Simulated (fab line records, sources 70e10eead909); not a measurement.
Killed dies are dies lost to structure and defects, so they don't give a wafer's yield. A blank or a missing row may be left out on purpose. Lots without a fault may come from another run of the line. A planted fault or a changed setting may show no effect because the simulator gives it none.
fab line records | flow nand_harc
record lots=13 wafers=39 last_day=33
route steps=1302 shown P_ZERO_WELL@17 P_STI@84 END@1302
lots that met no fault: from a run of the same line without faults
start_h: hours from the record's first day to the start of the lot's first wafer shown | wait_h: hours since the lot's step before | " the same as in the row above | L1.1+2: a row that stands for several wafers | - no value, or no start given | * or withheld: withheld | < > ~ a bound
route shown NAME@n: a module of which the file shows steps, and the number in the route of the first | usual: mean/standard deviation of fault-free wafers | same: alike in all rows | chamber/n: place in a boat | sites: the reading at each site | _std_site: their standard deviation | _edge_site: outer sites' mean less inner sites' | radius_mm: how far each site lies from the wafer's centre | mask NAME#n: copy n | behind: the tool/chamber that last shaped the wafer | hold: why the lot was held/for how many hours/how that ended | device: the transistor (n, p or np) that didn't switch | end of line: the same wafers' tests at the end of the route | a step without rows: its recipe alone | killed: dies lost to structure and defects at the first sort, not the wafer's yield | map: a wafer's dies, x killed, . not, _ none there
set.NAME: the setting as run; set.NAME@STEP: as run at that earlier step | model.NAME: the simulator's own value behind a step, which no gauge read
steps of the route over a sample of lots; a table a step, a row a wafer
services: from which hour (start_h, from the record's first day; less than 0 if before it) a tool's chamber was out of use, for how many hours, and why
## steps
# step NHARC_P_ZERO_WELL_ETCH_65
# recipe target_depth_a=800 overetch_a=240 time_s=87.88 ion_energy_ev=200 n2_flow_sccm=150 h2_flow_sccm=150 ar_flow_sccm=0 rf_w=400 bias_w=150 chemistry=N2/H2
# usual drypump_motor_current_A=5.6/0.58 oes_product_au=0.999/0.012 rf_vpp_V=430.8/2.6 showerhead_plenum_p_Torr=2.05/0.09 throttle_valve_pct=14.171/0.0087
# columns lot.wafer tool chamber start_h wait_h drypump_motor_current_A oes_product_au rf_hours_counter_h rf_vpp_V showerhead_plenum_p_Torr throttle_valve_pct
L113.1 rie_diel-09 1 21.36 0.1 6.3 0.990 12 430.8 2.06 14.177
L113.3 " 3 " " 4.7 0.995 10 433.0 2.09 14.177
L113.2 " 0 " " 6.1 0.979 12 435.5 2.21 14.170
L114.2 rie_diel-02 1 31.50 0.1 6.3 1.001 48 432.8 2.13 14.164
L114.6 " 3 " " 4.9 1.002 - 428.8 1.99 14.173
L114.4 " 1 " " 6.3 0.990 - 433.6 2.12 14.180
L118.4 rie_diel-08 2 71.85 0.5 5.6 1.005 17 431.1 2.06 14.166
L118.1 " 0 " " 5.5 1.007 19 429.5 2.00 14.169
L118.5 " 1 " " 5.6 1.001 - 427.1 1.90 14.185
L119.3 rie_diel-02 2 81.53 0.1 5.7 0.996 13 431.8 2.11 14.170
L119.4 " 2 " " 5.7 0.997 - 431.7 2.11 14.177
L119.5 " 0 " " 6.7 1.014 - 435.3 2.22 14.154
L121.4 rie_diel-08 1 101.49 0.1 5.6 1.008 36 426.3 1.90 14.175
L121.2 " 3 " " 4.9 1.016 28 431.6 2.06 14.179
L121.5 " 1 " " 5.6 1.005 - 425.8 1.90 14.176
L122.1 rie_diel-09 1 111.50 0.1 6.2 0.979 48 431.3 2.05 14.164
L122.5 " 3 " " 4.7 0.978 - 431.4 2.08 14.154
L122.6 " 0 " " 6.2 0.976 - 434.1 2.20 14.178
L123.1 rie_diel-08 1 121.62 0.2 5.6 1.006 47 426.1 1.89 14.178
L123.3 " 3 " " 4.8 1.007 35 430.2 2.06 14.182
L123.6 " 0 " " 5.5 1.010 - 428.9 1.99 14.171
L131.4 rie_diel-02 0 201.49 0.1 6.7 1.013 36 434.9 2.20 14.177
L131.2 " 1 " " 6.3 0.998 49 432.0 2.11 14.182
L131.1 " 3 " " 4.9 1.004 48 426.9 1.97 14.168
L132.1 rie_diel-08 2 211.59 0.1 5.6 1.008 3 430.3 2.04 14.163
L132.3 " 3 " " 4.8 1.022 4 430.4 2.05 14.162
L132.5 " 2 " " 5.5 1.005 - 433.7 2.04 14.164
L133.2 rie_diel-08 1 221.38 0.1 5.6 0.992 7 435.3 2.22 14.158
L133.4 " 2 " " 5.6 0.998 5 430.6 2.04 14.180
L133.6 " 3 " " 4.9 1.011 - 430.9 2.05 14.167
L134.4 rie_diel-02 1 231.62 0.2 6.3 0.994 2 432.9 2.10 14.171
L134.2 " 2 " " 5.7 0.990 1 433.1 2.10 14.159
L134.5 " 0 " " 6.7 1.002 - 434.9 2.20 14.153
L135.4 rie_diel-09 1 241.37 0.1 6.2 1.000 33 431.7 2.04 14.162
L135.6 " 3 " " 4.7 1.004 - 431.9 2.07 14.164
L135.5 " 0 " " 6.2 1.000 - 435.0 2.19 14.157
L136.4 rie_diel-02 1 251.49 0.1 6.3 0.993 6 433.8 2.10 14.185
L136.3 " 3 " " 5.0 1.001 7 428.1 1.96 14.154
L136.2 " 0 " " 6.7 1.006 6 433.2 2.20 14.171
# step NHARC_P_ZERO_WELL_CD_MEAS_37
# recipe target_cd_nm=720 landing_energy_ev=500
# usual cd_nm=720.1/1.7
# columns lot.wafer tool chamber start_h wait_h cd_nm
L113.1 cd_sem-02 0 23.98 - 721.9
L113.2 " 0 " " 718.7
L113.3 " 0 " " 718.2
L114.2 cd_sem-03 0 34.14 - 718.0
L114.4 " 0 " " 719.4
L114.6 " 0 " " 721.5
L118.1 cd_sem-03 0 74.46 - 722.2
L118.4 " 0 " " 720.9
L118.5 " 0 " " 722.0
L119.3 cd_sem-02 0 84.35 - 719.6
L119.4 " 0 " " 720.0
L119.5 " 0 " " 719.8
L121.2 cd_sem-02 0 104.28 - 718.2
L121.4 " 0 " " 721.8
L121.5 " 0 " " 721.0
L122.1 cd_sem-03 0 114.09 - 721.5
L122.5 " 0 " " 722.6
L122.6 " 0 " " 721.7
L123.1 cd_sem-03 0 124.24 - 720.4
L123.3 " 0 " " 718.4
L123.6 " 0 " " 720.7
L131.1 cd_sem-01 0 204.13 - 717.9
L131.2 " 0 " " 719.1
L131.4 " 0 " " 715.8
L132.1 cd_sem-01 0 214.21 - 716.9
L132.3 " 0 " " 721.4
L132.5 " 0 " " 719.0
L133.2 cd_sem-01 0 224.04 - 719.8
L133.4 " 0 " " 720.0
L133.6 " 0 " " 722.6
L134.2 cd_sem-02 0 234.22 - 718.0
L134.4 " 0 " " 718.2
L134.5 " 0 " " 716.1
L135.4 cd_sem-01 0 244.11 - 720.6
L135.5 " 0 " " 718.4
L135.6 " 0 " " 719.9
L136.2 cd_sem-02 0 253.97 - 719.2
L136.3 " 0 " " 721.1
L136.4 " 0 " " 718.4
# step NHARC_P_ZERO_WELL_IMPLANT_40
# recipe energy_kev=300 dose_cm2=1e+13 tilt_deg=7
# usual dose_ions_cm2=1e+13/1.2e+10 faraday_current_uA=126.9/2.5
# columns lot.wafer tool chamber start_h wait_h dose_ions_cm2 faraday_current_uA
L113.1 implanter-02 0 24.29 0.1 1.0005e+13 131.9
L113.2 " 0 " " 1.0003e+13 128.0
L113.3 " 0 " " 9.997e+12 128.9
L114.2 implanter-02 0 35.02 0.2 1.0005e+13 126.3
L114.4 " 0 " " 9.988e+12 128.2
L114.6 " 0 " " 9.998e+12 124.2
L118.1 implanter-02 0 74.77 0.1 9.983e+12 129.0
L118.4 " 0 " " 9.976e+12 126.8
L118.5 " 0 " " 9.991e+12 125.3
L119.3 implanter-02 0 84.71 0.2 1e+13 123.7
L119.4 " 0 " " 1.0007e+13 123.7
L119.5 " 0 " " 1.0012e+13 126.0
L121.2 implanter-01 0 104.62 0.2 1.0003e+13 125.7
L121.4 " 0 " " 1.0028e+13 126.4
L121.5 " 0 " " 9.994e+12 127.6
L122.1 implanter-02 0 114.40 0.1 1.6324e+13 204.5
L122.5 " 0 " " 1.6321e+13 203.9
L122.6 " 0 " " 1.6326e+13 207.2
L123.1 implanter-02 0 124.54 0.1 1.6359e+13 211.0
L123.3 " 0 " " 1.6374e+13 208.1
L123.6 " 0 " " 1.6375e+13 211.3
L131.1 implanter-01 0 204.43 0.1 1.0015e+13 124.1
L131.2 " 0 " " 1.0008e+13 130.9
L131.4 " 0 " " 1.0006e+13 130.8
L132.1 implanter-01 0 214.52 0.1 9.993e+12 124.5
L132.3 " 0 " " 9.998e+12 122.3
L132.5 " 0 " " 9.994e+12 127.5
L133.2 implanter-02 0 225.86 0.1 1.0011e+13 128.7
L133.4 " 0 " " 1.0007e+13 123.4
L133.6 " 0 " " 1.0022e+13 124.4
L134.2 implanter-01 0 234.56 0.2 1.0003e+13 130.5
L134.4 " 0 " " 9.985e+12 123.5
L134.5 " 0 " " 9.99e+12 127.5
L135.4 implanter-02 0 244.51 0.2 1.0012e+13 124.4
L135.5 " 0 " " 1.0012e+13 127.4
L135.6 " 0 " " 1.0003e+13 126.0
L136.2 implanter-02 0 254.31 0.2 1.0008e+13 128.1
L136.3 " 0 " " 1.0008e+13 129.3
L136.4 " 0 " " 9.991e+12 127.5
# step NHARC_P_STI_OVL_MEAS_10
# usual overlay_x_nm=0/5.5 overlay_y_nm=-2/8.2
# columns lot.wafer tool chamber start_h wait_h overlay_x_nm overlay_y_nm
L113.1 overlay-02 - 45.26 - -5 6
L113.2 " - " " -5 6
L113.3 " - " " -5 6
L114.2 overlay-01 - 64.36 - 5 5
L114.4 " - " " 4 6
L114.6 " - " " 4 6
L118.1 overlay-01 - 96.84 - 7 18
L118.4 " - " " 7 18
L118.5 " - " " 7 18
L119.3 overlay-02 - 105.01 - -6 -6
L119.4 " - " " -6 -6
L119.5 " - " " -6 -7
L121.2 overlay-01 - 122.27 - -1 -6
L121.4 " - " " -1 -6
L121.5 " - " " -1 -6
L122.1 overlay-01 - 134.37 - 2 -3
L122.5 " - " " 2 -3
L122.6 " - " " 2 -3
L123.1 overlay-01 - 143.97 - -1 -7
L123.3 " - " " -1 -6
L123.6 " - " " -1 -7
L131.1 overlay-02 - 223.15 - 1 16
L131.2 " - " " 1 15
L131.4 " - " " 2 15
L132.1 overlay-02 - 234.28 - -1 -13
L132.3 " - " " 0 -13
L132.5 " - " " 0 -13
L133.2 overlay-01 - 243.60 - 3 10
L133.4 " - " " 3 10
L133.6 " - " " 3 10
L134.2 overlay-02 - 254.89 - -7 3
L134.4 " - " " -7 3
L134.5 " - " " -7 3
L135.4 overlay-02 - 263.45 - 2 -3
L135.5 " - " " 2 -3
L135.6 " - " " 2 -2
L136.2 overlay-01 - 272.78 - -2 -8
L136.3 " - " " -1 -8
L136.4 " - " " -2 -8
# step NHARC_END_SORT_01
# recipe temp_c=25
# usual killed_at_array=55/23 killed_at_other=1.0/1.2 killed_at_periphery=3.2/2.7 killed_dies=59/23 killed_open=3.1/1.6 killed_short=2.2/1.5
# same gross_dies=677
# columns lot.wafer tool chamber start_h wait_h killed_at_array killed_at_other killed_at_periphery killed_dies killed_open killed_short
L113.1 prober-01 0 573.96 2.5 41 0 0 41 4 3
L113.2 prober-01 0 574.76 2.8 41 0 3 44 5 1
L113.3 prober-01 0 575.56 3.1 41 0 4 45 4 3
L114.2 prober-02 0 576.25 2.8 112 0 3 115 4 1
L114.4 prober-02 0 577.83 3.4 116 0 1 117 2 1
L114.6 prober-02 0 579.41 4.0 117 3 2 122 5 2
L118.1 prober-02 0 604.53 2.5 45 2 0 47 3 2
L118.4 prober-02 0 606.94 3.4 45 0 2 47 4 3
L118.5 prober-02 0 607.75 3.7 47 0 3 50 3 1
L119.3 prober-01 0 606.05 3.1 83 1 6 90 2 5
L119.4 prober-01 0 606.85 3.4 93 2 7 102 2 9
L119.5 prober-01 0 607.65 3.7 58 2 7 67 4 3
L123.1 prober-02 0 649.63 2.5 89 4 4 97 6 3
L123.3 prober-02 0 651.25 3.1 73 4 2 79 2 2
L123.6 prober-02 0 653.68 4.1 69 4 2 75 1 5
L121.2 prober-01 0 650.35 2.8 34 1 6 41 4 0
L121.4 prober-01 0 651.96 3.4 30 0 1 31 2 0
L121.5 prober-01 0 652.76 3.7 22 1 1 24 2 2
L122.1 prober-01 0 657.38 2.5 31 2 2 35 0 0
L122.5 prober-01 0 660.58 3.7 45 2 9 56 4 1
L122.6 prober-01 0 661.37 4.0 32 0 7 39 1 0
L133.2 prober-01 0 745.09 2.8 50 1 2 53 0 0
L133.4 prober-01 0 746.70 3.4 61 0 1 62 4 2
L133.6 prober-01 0 748.31 4.0 50 0 4 54 3 4
L132.1 prober-01 0 752.11 2.5 82 0 1 83 5 3
L132.3 prober-01 0 753.74 3.1 78 0 1 79 3 1
L132.5 prober-01 0 755.37 3.8 76 0 4 80 3 1
L131.1 prober-01 0 761.75 2.5 84 0 3 87 3 2
L131.2 prober-01 0 762.54 2.8 81 1 1 83 3 0
L131.4 prober-01 0 764.13 3.4 65 0 0 65 2 2
L134.2 prober-02 0 772.95 2.8 68 0 1 69 4 3
L134.4 prober-02 0 774.57 3.4 48 0 0 48 4 1
L134.5 prober-02 0 775.37 3.7 45 1 3 49 1 1
L136.2 prober-01 0 778.39 2.8 39 0 0 39 4 3
L136.3 prober-01 0 779.18 3.1 41 0 1 42 5 4
L136.4 prober-01 0 779.97 3.4 46 0 4 50 5 2
L135.4 prober-02 0 782.38 3.4 41 1 1 43 2 2
L135.5 prober-02 0 783.18 3.7 47 4 3 54 4 2
L135.6 prober-02 0 783.98 4.0 55 2 1 58 1 4
# killed by level:class
L113.1 A_SLIT:chamber_film_flake=19 A_CHANNEL_HOLE_D2:chamber_film_flake=5 A_STAIRCASE:chamber_film_flake=4 A_CONTACT:chamber_film_flake=3 A_ONON_D1:geometric_particle:open=1 A_ONON_D1:geometric_particle:short=1 A_CHANNEL_FILL_D1:geometric_particle:open=1 A_ONON_D2:geometric_particle:short=1
L113.2 A_SLIT:chamber_film_flake=24 A_CHANNEL_HOLE_D2:chamber_film_flake=6 A_CONTACT:chamber_film_flake=3 P_CONTACT:geometric_particle:open=1 A_ONON_D1:geometric_particle:short=1 A_ONON_D1:geometric_particle:open=1 A_DECK1_JOINT:geometric_particle:open=1 A_ONON_D2:geometric_particle:open=1
L113.3 A_SLIT:chamber_film_flake=23 A_CHANNEL_HOLE_D2:chamber_film_flake=6 P_CONTACT:chamber_film_flake=3 A_CONTACT:chamber_film_flake=2 P_CONTACT:geometric_particle:open=1 A_ONON_D1:geometric_particle:short=1 A_CHANNEL_FILL_D1:geometric_particle:open=1 A_DECK1_JOINT:geometric_particle:short=1
L114.2 A_CHANNEL_HOLE_D1:chamber_film_flake=34 A_CHANNEL_HOLE_D2:chamber_film_flake=33 A_SLIT:chamber_film_flake=20 A_STAIRCASE:chamber_film_flake=8 A_CONTACT:chamber_film_flake=4 A_CHANNEL_FILL_D2:chamber_film_flake=3 P_STI:chamber_film_flake=2 A_SGD_CUT:chamber_film_flake=2
L114.4 A_CHANNEL_HOLE_D2:chamber_film_flake=37 A_CHANNEL_HOLE_D1:chamber_film_flake=33 A_SLIT:chamber_film_flake=24 A_STAIRCASE:chamber_film_flake=11 A_CONTACT:chamber_film_flake=3 A_CHANNEL_FILL_D2:chamber_film_flake=3 P_M1:geometric_particle:open=1 A_SGD_CUT:geometric_particle:open=1
L114.6 A_CHANNEL_HOLE_D1:chamber_film_flake=34 A_CHANNEL_HOLE_D2:chamber_film_flake=34 A_SLIT:chamber_film_flake=22 A_STAIRCASE:chamber_film_flake=12 A_CHANNEL_FILL_D2:chamber_film_flake=3 A_CONTACT:chamber_film_flake=3 THIN_TSV:chamber_film_flake=3 P_CONTACT:geometric_particle:open=1
L118.1 A_SLIT:chamber_film_flake=24 A_CHANNEL_HOLE_D2:chamber_film_flake=10 A_CHANNEL_HOLE_D1:chamber_film_flake=3 STARTING-WAFER:geometric_particle:open=2 A_M1:chamber_film_flake=2 A_SOURCE_PLATE:geometric_particle:short=1 A_CHANNEL_HOLE_D1:geometric_particle:short=1 A_WL_FILL:geometric_particle:open=1
L119.3 A_CHANNEL_HOLE_D1:chamber_film_flake=40 A_CHANNEL_HOLE_D2:chamber_film_flake=26 A_CONTACT:chamber_film_flake=7 A_M1:chamber_film_flake=4 P_M2:chamber_film_flake=2 A_WL_FILL:chamber_film_flake=2 P_STI:geometric_particle:short=1 P_CONTACT:geometric_particle:short=1
L119.4 A_CHANNEL_HOLE_D2:chamber_film_flake=39 A_CHANNEL_HOLE_D1:chamber_film_flake=36 P_ZERO_WELL:chamber_film_flake=4 A_CONTACT:chamber_film_flake=4 A_CHANNEL_FILL_D2:geometric_particle:short=3 A_ONON_D1:geometric_particle:short=2 A_WL_FILL:geometric_particle:short=2 P_M2:chamber_film_flake=2
L118.4 A_SLIT:chamber_film_flake=22 A_CHANNEL_HOLE_D1:chamber_film_flake=6 A_CHANNEL_HOLE_D2:chamber_film_flake=5 A_CONTACT:chamber_film_flake=3 A_CHANNEL_FILL_D2:geometric_particle:open=2 A_STAIRCASE:chamber_film_flake=2 P_CONTACT:geometric_particle:open=1 P_M0:geometric_particle:open=1
L119.5 A_CHANNEL_HOLE_D1:chamber_film_flake=24 A_CHANNEL_HOLE_D2:chamber_film_flake=20 P_ZERO_WELL:chamber_film_flake=3 P_M2:chamber_film_flake=3 A_CONTACT:chamber_film_flake=3 A_CHANNEL_FILL_D1:geometric_particle:open=2 A_CHANNEL_FILL_D1:chamber_film_flake=2 A_M1:chamber_film_flake=2
L118.5 A_SLIT:chamber_film_flake=27 A_CHANNEL_HOLE_D2:chamber_film_flake=11 A_CONTACT:chamber_film_flake=3 A_SOURCE_PLATE:geometric_particle:open=2 P_ZERO_WELL:chamber_film_flake=2 A_CHANNEL_HOLE_D1:chamber_film_flake=2 P_M2:geometric_particle:open=1 A_WL_FILL:geometric_particle:short=1
L123.1 A_CHANNEL_HOLE_D1:chamber_film_flake=31 A_SLIT:chamber_film_flake=27 A_CHANNEL_HOLE_D2:chamber_film_flake=13 A_CHANNEL_FILL_D1:chamber_film_flake=4 A_CONTACT:chamber_film_flake=4 THIN_TSV:chamber_film_flake=4 A_WL_FILL:chamber_film_flake=2 P_GATE:geometric_particle:open=1
L121.2 A_CHANNEL_HOLE_D2:chamber_film_flake=16 P_GATE:chamber_film_flake=4 A_SLIT:chamber_film_flake=4 A_STAIRCASE:chamber_film_flake=3 A_CHANNEL_HOLE_D1:chamber_film_flake=2 A_WL_FILL:chamber_film_flake=2 P_CONTACT:geometric_particle:open=1 A_ONON_D1:geometric_particle:open=1
L123.3 A_SLIT:chamber_film_flake=26 A_CHANNEL_HOLE_D1:chamber_film_flake=22 A_CHANNEL_HOLE_D2:chamber_film_flake=12 A_CONTACT:chamber_film_flake=4 THIN_TSV:chamber_film_flake=4 A_WL_FILL:chamber_film_flake=3 A_M0:geometric_particle:short=2 P_STI:chamber_film_flake=2
L121.4 A_CHANNEL_HOLE_D2:chamber_film_flake=14 A_STAIRCASE:chamber_film_flake=4 A_CHANNEL_HOLE_D1:chamber_film_flake=3 A_WL_FILL:geometric_particle:open=2 A_WL_FILL:chamber_film_flake=2 A_M1:chamber_film_flake=2 P_GATE:chamber_film_flake=1 A_ZERO_WELL:chamber_film_flake=1
L121.5 A_CHANNEL_HOLE_D2:chamber_film_flake=10 A_CHANNEL_HOLE_D1:chamber_film_flake=5 P_BONDPAD:geometric_particle:open=1 A_ONON_D1:geometric_particle:short=1 A_DECK1_JOINT:geometric_particle:short=1 A_CONTACT:geometric_particle:open=1 A_ZERO_WELL:chamber_film_flake=1 A_CHANNEL_FILL_D2:chamber_film_flake=1
L123.6 A_CHANNEL_HOLE_D1:chamber_film_flake=32 A_SLIT:chamber_film_flake=17 A_CHANNEL_HOLE_D2:chamber_film_flake=10 THIN_TSV:chamber_film_flake=3 A_ONON_D1:geometric_particle:short=2 P_GATE:chamber_film_flake=2 A_WL_FILL:chamber_film_flake=2 A_CHANNEL_FILL_D2:geometric_particle:short=1
L122.1 A_CHANNEL_HOLE_D2:chamber_film_flake=9 A_CHANNEL_HOLE_D1:chamber_film_flake=6 A_CONTACT:chamber_film_flake=5 A_SLIT:chamber_film_flake=4 A_CHANNEL_FILL_D1:chamber_film_flake=2 A_DECK1_JOINT:chamber_film_flake=2 THIN_TSV:chamber_film_flake=2 P_ZERO_WELL:chamber_film_flake=1
L122.5 A_CHANNEL_HOLE_D2:chamber_film_flake=16 A_CONTACT:chamber_film_flake=10 A_CHANNEL_HOLE_D1:chamber_film_flake=5 P_GATE:chamber_film_flake=3 A_DECK1_JOINT:chamber_film_flake=3 A_SLIT:chamber_film_flake=3 P_ZERO_WELL:chamber_film_flake=2 P_CONTACT:chamber_film_flake=2
L122.6 A_CHANNEL_HOLE_D1:chamber_film_flake=9 A_CHANNEL_HOLE_D2:chamber_film_flake=8 P_GATE:chamber_film_flake=5 A_CONTACT:chamber_film_flake=4 A_SLIT:chamber_film_flake=4 A_DECK1_JOINT:chamber_film_flake=2 A_STAIRCASE:chamber_film_flake=2 A_WL_FILL:geometric_particle:open=1
L133.2 A_SLIT:chamber_film_flake=26 A_CHANNEL_HOLE_D1:chamber_film_flake=9 A_STAIRCASE:chamber_film_flake=5 A_SGD_CUT:chamber_film_flake=3 A_WL_FILL:chamber_film_flake=3 A_DECK1_JOINT:chamber_film_flake=2 A_BONDPAD:chamber_film_flake=2 P_STI:chamber_film_flake=1
L133.4 A_SLIT:chamber_film_flake=28 A_CHANNEL_HOLE_D1:chamber_film_flake=18 A_BONDPAD:chamber_film_flake=3 A_CHANNEL_FILL_D2:geometric_particle:open=2 A_SGD_CUT:chamber_film_flake=2 P_CONTACT:geometric_particle:open=1 A_CHANNEL_FILL_D1:geometric_particle:short=1 A_DECK1_JOINT:geometric_particle:short=1
L133.6 A_SLIT:chamber_film_flake=27 A_CHANNEL_HOLE_D1:chamber_film_flake=12 P_M0:geometric_particle:open=2 A_CHANNEL_FILL_D2:geometric_particle:short=2 P_GATE:chamber_film_flake=2 A_SGD_CUT:chamber_film_flake=2 A_WL_FILL:chamber_film_flake=2 A_ONON_D2:geometric_particle:open=1
L132.1 A_CHANNEL_HOLE_D1:chamber_film_flake=29 A_CHANNEL_HOLE_D2:chamber_film_flake=23 A_CONTACT:chamber_film_flake=8 A_STAIRCASE:chamber_film_flake=7 A_SLIT:chamber_film_flake=4 A_DECK1_JOINT:geometric_particle:open=2 A_BONDPAD:chamber_film_flake=2 A_ONON_D1:geometric_particle:open=1
L132.3 A_CHANNEL_HOLE_D1:chamber_film_flake=26 A_CHANNEL_HOLE_D2:chamber_film_flake=24 A_STAIRCASE:chamber_film_flake=7 A_CONTACT:chamber_film_flake=6 A_SLIT:chamber_film_flake=6 A_CHANNEL_FILL_D2:chamber_film_flake=3 A_BONDPAD:chamber_film_flake=2 A_ONON_D1:geometric_particle:open=1
L132.5 A_CHANNEL_HOLE_D1:chamber_film_flake=34 A_CHANNEL_HOLE_D2:chamber_film_flake=21 A_STAIRCASE:chamber_film_flake=6 A_SLIT:chamber_film_flake=6 A_CONTACT:chamber_film_flake=4 A_DECK1_JOINT:chamber_film_flake=2 P_CONTACT:geometric_particle:open=1 P_M0:geometric_particle:open=1
L131.1 A_CHANNEL_HOLE_D1:chamber_film_flake=37 A_CHANNEL_HOLE_D2:chamber_film_flake=26 A_SLIT:chamber_film_flake=6 A_CONTACT:chamber_film_flake=6 A_STAIRCASE:chamber_film_flake=3 A_CHANNEL_FILL_D2:geometric_particle:open=2 P_CONTACT:geometric_particle:short=1 P_CONTACT:geometric_particle:open=1
L131.2 A_CHANNEL_HOLE_D1:chamber_film_flake=38 A_CHANNEL_HOLE_D2:chamber_film_flake=24 A_STAIRCASE:chamber_film_flake=5 A_CONTACT:chamber_film_flake=5 A_SLIT:chamber_film_flake=5 A_CHANNEL_FILL_D2:geometric_particle:open=2 A_M0:geometric_particle:open=1 P_GATE:chamber_film_flake=1
L131.4 A_CHANNEL_HOLE_D1:chamber_film_flake=29 A_CHANNEL_HOLE_D2:chamber_film_flake=15 A_SLIT:chamber_film_flake=6 A_STAIRCASE:chamber_film_flake=5 A_CONTACT:chamber_film_flake=3 A_CHANNEL_FILL_D1:chamber_film_flake=2 A_ONON_D1:geometric_particle:open=1 A_DECK1_JOINT:geometric_particle:short=1
L134.2 A_SLIT:chamber_film_flake=34 A_CONTACT:chamber_film_flake=13 A_STAIRCASE:chamber_film_flake=7 A_CHANNEL_HOLE_D2:chamber_film_flake=3 P_CONTACT:geometric_particle:open=1 A_ONON_D1:geometric_particle:short=1 A_CHANNEL_FILL_D1:geometric_particle:open=1 A_ONON_D2:geometric_particle:open=1
L134.4 A_SLIT:chamber_film_flake=25 A_STAIRCASE:chamber_film_flake=7 A_CONTACT:chamber_film_flake=7 A_M0:chamber_film_flake=2 A_ONON_D1:geometric_particle:open=1 A_CHANNEL_FILL_D2:geometric_particle:open=1 A_WL_FILL:geometric_particle:open=1 A_WL_FILL:geometric_particle:short=1
L134.5 A_SLIT:chamber_film_flake=29 A_CONTACT:chamber_film_flake=9 A_STAIRCASE:chamber_film_flake=5 P_M0:geometric_particle:short=1 P_M2:geometric_particle:open=1 P_GATE:chamber_film_flake=1 A_CHANNEL_HOLE_D2:chamber_film_flake=1 A_WL_FILL:chamber_film_flake=1
L136.2 A_CHANNEL_HOLE_D1:chamber_film_flake=16 A_SLIT:chamber_film_flake=8 A_CONTACT:chamber_film_flake=8 A_ONON_D2:geometric_particle:short=2 A_SOURCE_PLATE:geometric_particle:open=1 A_SOURCE_PLATE:geometric_particle:short=1 A_CHANNEL_FILL_D2:geometric_particle:open=1 A_WL_FILL:geometric_particle:open=1
L136.3 A_CHANNEL_HOLE_D1:chamber_film_flake=15 A_SLIT:chamber_film_flake=13 A_CONTACT:chamber_film_flake=3 A_ONON_D2:geometric_particle:short=2 P_M1:geometric_particle:open=1 A_ONON_D1:geometric_particle:open=1 A_DECK1_JOINT:geometric_particle:open=1 A_CHANNEL_FILL_D2:geometric_particle:short=1
L136.4 A_CHANNEL_HOLE_D1:chamber_film_flake=16 A_SLIT:chamber_film_flake=11 A_CONTACT:chamber_film_flake=6 A_CHANNEL_HOLE_D2:chamber_film_flake=3 A_CHANNEL_FILL_D2:chamber_film_flake=3 P_ZERO_WELL:chamber_film_flake=2 A_M0:geometric_particle:open=2 A_SGD_CUT:chamber_film_flake=2
L135.4 A_SLIT:chamber_film_flake=14 A_CHANNEL_HOLE_D2:chamber_film_flake=12 A_CONTACT:chamber_film_flake=4 A_STAIRCASE:chamber_film_flake=3 A_ZERO_WELL:chamber_film_flake=2 A_CHANNEL_FILL_D1:chamber_film_flake=2 A_ONON_D1:geometric_particle:open=1 A_ONON_D1:geometric_particle:short=1
L135.5 A_CHANNEL_HOLE_D2:chamber_film_flake=20 A_SLIT:chamber_film_flake=13 THIN_TSV:chamber_film_flake=4 A_STAIRCASE:chamber_film_flake=3 A_BLC:geometric_particle:open=2 A_CHANNEL_HOLE_D1:chamber_film_flake=2 A_CHANNEL_FILL_D1:chamber_film_flake=2 P_GATE:geometric_particle:short=1
L135.6 A_CHANNEL_HOLE_D2:chamber_film_flake=21 A_SLIT:chamber_film_flake=19 A_CHANNEL_HOLE_D1:chamber_film_flake=3 A_STAIRCASE:chamber_film_flake=3 A_CONTACT:chamber_film_flake=3 A_CHANNEL_FILL_D2:geometric_particle:short=2 A_ZERO_WELL:chamber_film_flake=2 THIN_TSV:chamber_film_flake=2
## services
# columns tool chamber start_h hours kind
rie_diel-08 2 7.52 - consumable_replace:focus_ring
rie_diel-08 2 7.52 9.0 scheduled_down
rie_diel-08 - 13.84 9.0 pm
rie_diel-02 0 28.07 16.4 repair
rie_diel-08 2 36.31 1.8 repair
rie_diel-02 - 39.77 9.0 pm
rie_diel-08 2 72.77 6.3 repair
rie_diel-08 0 77.69 3.1 repair
rie_diel-02 3 79.83 4.8 repair
implanter-01 - 92.72 2.3 repair
rie_diel-02 - 102.83 0.5 repair
implanter-02 - 108.43 2.8 repair
rie_diel-02 - 139.34 0.2 repair
rie_diel-08 1 139.93 4.3 repair
rie_diel-09 - 143.17 9.0 pm
implanter-02 - 146.00 13.0 pm
rie_diel-09 2 184.02 4.3 repair
rie_diel-09 0 185.73 11.3 repair
rie_diel-08 1 189.45 2.6 repair
rie_diel-08 - 190.84 9.0 pm
rie_diel-09 3 197.26 6.5 repair
implanter-02 - 202.75 3.1 repair
rie_diel-02 - 216.77 9.0 pm
rie_diel-02 0 238.23 3.5 repair
## key
first_sign step=NHARC_P_ZERO_WELL_IMPLANT_40 reading=dose_ions_cm2 direction=up sigmas=99+ usual=1e+13 struck=1.6347e+13
effect step=NHARC_P_ZERO_WELL_IMPLANT_40 reading=faraday_current_uA direction=up sigmas=33 usual=126.9 struck=207.7
met_at NHARC_P_ZERO_WELL_IMPLANT_40
struck_lots L122,L123
tester_left_out L122,L123
not_acting_at NHARC_P_ZERO_WELL_ETCH_65,NHARC_P_ZERO_WELL_CD_MEAS_37,NHARC_P_STI_OVL_MEAS_10
onset_between 84.71 114.40
fault kind=process_parameter_drift tool=implanter-02 chamber=- onset_h=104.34 steps=NHARC_P_ZERO_WELL_IMPLANT_40 channel=dose_cm2 offset=6.3409e+12 shape=step end_h=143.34 acts_in=these_recipes_only stated=1e+13
# tester_left_out: of these lots the tester's yield and bins aren't shown, on N5 and GAA mostly nor the transistor test; their killed dies are dies lost to structure and defects alone, not to doping, threshold or leakage, so they don't give the yield
